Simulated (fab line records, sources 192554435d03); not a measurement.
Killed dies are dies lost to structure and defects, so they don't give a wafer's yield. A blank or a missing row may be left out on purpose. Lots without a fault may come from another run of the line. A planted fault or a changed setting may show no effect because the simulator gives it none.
Chamber matching | flow n5_finfet | N5_PMOS_HMC_CHANNEL_EPI_CMP_21 on cmp-02: 4 sister chambers
The step polishes SiGe30, target thk 54 nm. 4 wafers are shown with their chamber, then 9 later ones without.

WAFERS WITH THEIR CHAMBER
wafer  | chamber | motor_current_A (A)
L090.1 | 1       | 11.5
L091.6 | 3       | 11.5
L092.1 | 0       | 11.8
L092.5 | 2       | 11.1

WAFERS WITHOUT THEIR CHAMBER
wafer  | motor_current_A (A)
L093.1 | 11.3
L093.3 | 11.6
L093.5 | 11.8
L095.1 | 12.1
L095.2 | 12.2
L095.4 | 12.4
L096.1 | 12.1
L096.2 | 11.4
L096.3 | 11.4

WHICH CHAMBER EACH WENT THROUGH
wafer  | from the rows above               | in truth
L093.1 | can't be placed: 1 or 3 or 2 or 0 | 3
L093.3 | can't be placed: 1 or 3 or 0 or 2 | 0
L093.5 | can't be placed: 0 or 1 or 3      | 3
L095.1 | can't be placed: 0 or 1 or 3      | 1
L095.2 | can't be placed: 0 or 1 or 3      | 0
L095.4 | can't be placed: 0 or 1 or 3      | 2
L096.1 | can't be placed: 0 or 1 or 3      | 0
L096.2 | can't be placed: 1 or 3 or 2 or 0 | 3
L096.3 | can't be placed: 1 or 3 or 2 or 0 | 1
Placed correctly: 0 of 9. Can't be placed from these rows: 9 (the true chamber is among the candidates in 8). Placed wrongly: 0.
How it was worked out, from the rows above alone: a wafer's distance from a chamber is the root of the sum, over the readings, of the square of ((its reading less the chamber's mean) divided by the reading's scatter). The wafer belongs to the nearest chamber; if the next one is less than 2 further off, it can't be placed. A chamber's mean is the mean of its shown wafers. The scatter: with one shown wafer a chamber, the root of the mean of the squares of how far each hidden wafer lies from its nearest shown one.
